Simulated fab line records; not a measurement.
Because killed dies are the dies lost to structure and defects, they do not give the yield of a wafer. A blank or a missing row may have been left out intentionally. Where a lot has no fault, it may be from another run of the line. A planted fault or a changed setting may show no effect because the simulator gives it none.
Matching of chambers | flow n5Finfet | N5_GATE_CUT_STRIP_42 on rieDiel-04 has 4 sister chambers
The step strips in O2. 8 wafers are shown with their chamber, then 12 later ones without.

EACH WAFER AND ITS CHAMBER
wafer  | chamber | throttleValvePct (%) | drypumpMotorCurrentA (A)
L084.3 | 0       | 17.27                | 5.6
L086.2 | 1       | 16.50                | 6.5
L088.2 | 3       | 16.61                | 5.3
L088.3 | 0       | 17.27                | 5.5
L088.5 | 2       | 17.08                | 6.2
L090.1 | 3       | 16.60                | 5.3
L090.5 | 1       | 16.48                | 6.5
L090.6 | 2       | 17.08                | 6.1

WAFERS WITHOUT THEIR CHAMBER
wafer  | throttleValvePct (%) | drypumpMotorCurrentA (A)
L093.3 | 16.63                | 5.3
L093.4 | 16.52                | 6.5
L093.5 | 16.63                | 5.3
L094.4 | 16.62                | 5.3
L094.5 | 17.11                | 6.1
L094.6 | 16.53                | 6.5
L095.1 | 16.62                | 5.3
L095.5 | 16.64                | 5.3
L095.6 | 17.10                | 6.1
L097.1 | 16.81                | 5.5
L097.4 | 16.64                | 5.3
L097.5 | 16.62                | 5.3

THE CHAMBER EACH PASSED THROUGH
wafer  | from the rows above | in truth
L093.3 | 3                   | 3
L093.4 | 1                   | 1
L093.5 | 3                   | 3
L094.4 | 3                   | 3
L094.5 | 2                   | 2
L094.6 | 1                   | 1
L095.1 | 3                   | 3
L095.5 | 3                   | 3
L095.6 | 2                   | 2
L097.1 | 3                   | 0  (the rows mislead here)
L097.4 | 3                   | 3
L097.5 | 3                   | 3
Placed correctly: 11 of 12. Left unplaced by these rows: 0. Wrongly placed: 1.
How it was worked out, from the rows above alone: a wafer's distance from a chamber is the root of the sum, over the readings, of the square of ((its reading less the chamber's mean) divided by the reading's scatter). The wafer belongs to the nearest chamber; if the next one is less than 2 further off, it can't be placed. The mean given for a chamber averages the wafers shown for that chamber. The scatter is the square root of a quotient: the sum, over the shown wafers, of each reading's squared deviation from its chamber's mean, divided by wafers minus chambers.
